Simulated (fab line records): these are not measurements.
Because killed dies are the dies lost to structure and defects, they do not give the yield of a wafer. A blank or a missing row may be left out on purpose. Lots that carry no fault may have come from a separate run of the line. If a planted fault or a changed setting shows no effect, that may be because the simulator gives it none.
A struck lot beside a sound one -- flow nand-harc -- 14 out of 1302 route steps
Sound: the wafers L581.2, L581.4, L581.6. Struck: wafer L592.4. (L592.1, L592.6 of the same lot were not struck and are left out.) The cause comes at the end.
At each step with rows: each side's tool, then ch and its chambers, then its first start. Under that, the readings that differ: sound wafers -- struck wafers -- difference of the means -- sigmas: that difference in standard deviations of wafers without a fault.
alike: readings with means less than 2 such deviations apart, plus words and numbers identical on both sides. not compared: withheld readings, readings lacking a value on some wafer, bounds such as >300 that could conceal the same value, and numbers that have no deviation in the record and whose values overlap.
A row with sigmas, a row that says differs or no value, or rows on one side alone: a step with any of these is where the two part. When numbers do not overlap yet have no deviation, they are printed without sigmas and do not part them. A reading missing from all wafers of one side parts the sides only when that side holds two or more wafers.

first, 9 steps without rows for these wafers: NHARC_A_STAIRCASE_DEHYDRATE_260 (time 120 s); NHARC_A_STAIRCASE_HMDS_261 (time 30 s); NHARC_A_STAIRCASE_COAT_262; NHARC_A_STAIRCASE_SOFTBAKE_263 (time 170 s); NHARC_A_STAIRCASE_EBR_264; NHARC_A_STAIRCASE_EXPOSE_265 (exposes mask CHOP 200); NHARC_A_STAIRCASE_PEB_266 (peb time 130 s); NHARC_A_STAIRCASE_DEVELOP_267 (time 140 s); NHARC_A_STAIRCASE_HARDBAKE_269 (time 140 s).
NHARC_A_STAIRCASE_DESCUM_270: chemistry O2, time 3 s.
  sound on rie-diel-08 ch 0,2, day 17 12:34; struck on rie-diel-10 ch 2, day 22 18:08
reading,sound,struck,difference,sigmas
drypump-motor-current-A (A),5.8 5.8 5.8,5.1,-0.7,-2
  alike: oes-product-au, rf-vpp-V, showerhead-plenum-p-Torr, throttle-valve-pct
  not compared: rf-hours-counter-h
NHARC_A_STAIRCASE_ETCH_271: etches the open film in CF4/CHF3.
  sound on rie-diel-08 ch 0,2,3, day 17 12:41; struck on rie-diel-10 ch 2, day 22 18:13
reading,sound,struck,difference,sigmas
drypump-motor-current-A (A),5.8 6.3 5.8,5.1,-0.9,-2
throttle-valve-pct (%),16.798 16.796 16.777,16.813,+0.023,+3
  alike: bias-w, oes-product-au, rf-vpp-V, showerhead-plenum-p-Torr
  not compared: rf-hours-counter-h
NHARC_A_STAIRCASE_HM_OPEN_457: chemistry O2/COS.
  sound on rie-diel-08 ch 1,2, day 17 12:50; struck on rie-diel-10 ch 1, day 22 18:20
reading,sound,struck,difference,sigmas
oes-product-au (a.u.),1.012 1.000 0.998,0.846,-0.157,-14
rf-vpp-V (V),471 468 469,462,-7,-2
showerhead-plenum-p-Torr (Torr),3.24 3.22 3.22,2.92,-0.31,-2
  alike: bias-w, drypump-motor-current-A, throttle-valve-pct
  not compared: rf-hours-counter-h
then, 1 step without rows for these wafers: NHARC_A_STAIRCASE_STRIP_458 (strips in O2/COS).
-- jump in the record: it breaks off in module A_STAIRCASE and resumes in module END (first step shown: number 1302 of the route), and 8 days separate the struck wafers' starts before and after --
NHARC_END_SORT_01:
  sound on prober-02 ch 0, day 25 13:19; struck on prober-01 ch 0, day 30 15:01
reading,sound,struck,difference,sigmas
hold,- - -,await-dispo/3.7h/release,no value on the sound wafers,
killed-at-array,74 81 68,669,+595,+37
killed-at-periphery,2 1 2,8,+6,+3
killed-dies,76 82 70,677,+601,+38
  alike: killed-at-other, killed-open, killed-short

== WHERE THEY PART ==
Last at NHARC_END_SORT_01 as far as this record goes, first at NHARC_A_STAIRCASE_DESCUM_270.

WHY: the cause the simulator had injected
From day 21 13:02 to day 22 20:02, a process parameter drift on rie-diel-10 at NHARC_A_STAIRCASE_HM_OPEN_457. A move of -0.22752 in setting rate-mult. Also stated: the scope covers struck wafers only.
